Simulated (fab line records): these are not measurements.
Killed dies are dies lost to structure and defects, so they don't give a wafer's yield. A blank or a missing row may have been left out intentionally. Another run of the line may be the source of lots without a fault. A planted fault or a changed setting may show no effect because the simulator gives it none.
A struck lot beside a sound one | flow nand_harc | 14 steps out of a route of 1159
Sound: wafers L537.1, L537.4, L537.5. Wafers struck: L530.2, L530.4, L530.6. The cause is named last.
At each step with rows: each side's tool, then ch and its chambers, then its first start. Under that, the readings that differ: sound wafers | struck wafers | difference of the means | sigmas: that difference in standard deviations of wafers without a fault.
alike: same words and numbers on both sides, and readings whose means sit less than 2 such deviations apart. not compared: any withheld reading, any reading some wafer has no value for, any bound like >300 that may hide the same value, and any number with overlapping values for which the record gives no deviation.
A row with sigmas, a row that says differs or no value, or rows on one side alone: a step with any of these is where the two part. When numbers do not overlap yet have no deviation, they are printed without sigmas and do not part them. Lack of a reading on every wafer of one side parts them only where that side has two or more wafers.

first, 9 steps without rows for these wafers: NHARC_P_ZERO_WELL_STRIP_15 (strips in SPM, time 900 s); NHARC_P_ZERO_WELL_DEHYDRATE_16 (time 120 s); NHARC_P_ZERO_WELL_HMDS_17 (time 30 s); NHARC_P_ZERO_WELL_COAT_18; NHARC_P_ZERO_WELL_SOFTBAKE_19 (time 95 s); NHARC_P_ZERO_WELL_EBR_20; NHARC_P_ZERO_WELL_EXPOSE_21 (exposes mask P NWELL, target cd 720 nm); NHARC_P_ZERO_WELL_PEB_22 (peb time 85 s); NHARC_P_ZERO_WELL_DEVELOP_23 (time 70 s).
NHARC_P_ZERO_WELL_CD_MEAS_24: the cd target is 720 nm.
  sound on cd_sem-02 ch 0, day 6 08:37; struck on cd_sem-03 ch 0, day 4 14:28
  reading    | sound             | struck            | difference | sigmas
  cd_nm (nm) | 719.7 717.4 719.9 | 722.0 724.8 722.3 | +4.0       | +2
then, 1 step without rows for these wafers: NHARC_P_ZERO_WELL_HARDBAKE_25 (time 80 s).
NHARC_P_ZERO_WELL_DESCUM_26: chemistry O2, time 3 s.
  sound on rie_diel-09 ch 0,1,2, day 6 08:47; struck on rie_diel-09 ch 0,2, day 4 14:37
  alike: chamber_pressure_mTorr, drypump_motor_current_A, oes_product_au, rf_vpp_V, showerhead_plenum_p_Torr, throttle_valve_pct
  not compared: rf_hours_counter_h
NHARC_P_ZERO_WELL_IMPLANT_27:
  sound on implanter-01 ch 0, day 6 08:57; struck on implanter-01 ch 0, day 4 15:13
then, 1 step without rows for these wafers: NHARC_P_ZERO_WELL_IMPLANT_57.

## WHERE THEY PART
At NHARC_P_ZERO_WELL_CD_MEAS_24 and nowhere else, as far as this record goes. Later steps at which nothing parts them and some readings are alike: NHARC_P_ZERO_WELL_DESCUM_26.

WHY: the cause the simulator had injected
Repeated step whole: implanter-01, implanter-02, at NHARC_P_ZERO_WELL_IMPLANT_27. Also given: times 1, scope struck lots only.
